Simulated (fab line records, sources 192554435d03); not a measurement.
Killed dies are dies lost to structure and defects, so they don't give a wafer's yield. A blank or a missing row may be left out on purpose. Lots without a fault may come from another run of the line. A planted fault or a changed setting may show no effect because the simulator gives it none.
Chamber matching | flow n5_finfet | N5_HKMG_FIN_ALD_91 on ald_metal-03: 4 sister chambers
The step deposits TiN, target thk 1 nm, pulse time 1 s, purge time 3 s. 8 wafers are shown with their chamber, then 9 later ones without.

WAFERS WITH THEIR CHAMBER
wafer  | chamber | heater_power_w (W) | precursor_pulse_height_rel
L083.1 | 3       | 961                | 0.996
L083.4 | 2       | 817                | 1.043
L085.1 | 0       | 777                | 0.996
L085.2 | 1       | 1052               | 1.005
L085.6 | 1       | 1045               | 0.997
L091.1 | 0       | 779                | 1.015
L091.2 | 3       | 975                | 1.004
L091.3 | 2       | 812                | 1.001

WAFERS WITHOUT THEIR CHAMBER
wafer  | heater_power_w (W) | precursor_pulse_height_rel
L094.1 | 967                | 0.953
L094.5 | 775                | 1.009
L094.6 | 970                | 0.997
L095.2 | 946                | 0.988
L095.3 | 1070               | 0.987
L095.4 | 778                | 0.980
L097.2 | 794                | 1.001
L097.4 | 967                | 1.021
L097.5 | 1052               | 0.997

WHICH CHAMBER EACH WENT THROUGH
wafer  | from the rows above     | in truth
L094.1 | 3                       | 3
L094.5 | 0                       | 0
L094.6 | 3                       | 3
L095.2 | 3                       | 3
L095.3 | 1                       | 1
L095.4 | 0                       | 0
L097.2 | can't be placed: 0 or 2 | 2
L097.4 | 3                       | 3
L097.5 | 1                       | 1
Placed correctly: 8 of 9. Can't be placed from these rows: 1 (the true chamber is among the candidates in 1). Placed wrongly: 0.
How it was worked out, from the rows above alone: a wafer's distance from a chamber is the root of the sum, over the readings, of the square of ((its reading less the chamber's mean) divided by the reading's scatter). The wafer belongs to the nearest chamber; if the next one is less than 2 further off, it can't be placed. A chamber's mean is the mean of its shown wafers. The scatter: the root of (the sum of the squares of (reading less its chamber's mean) over the shown wafers, divided by (wafers less chambers)).
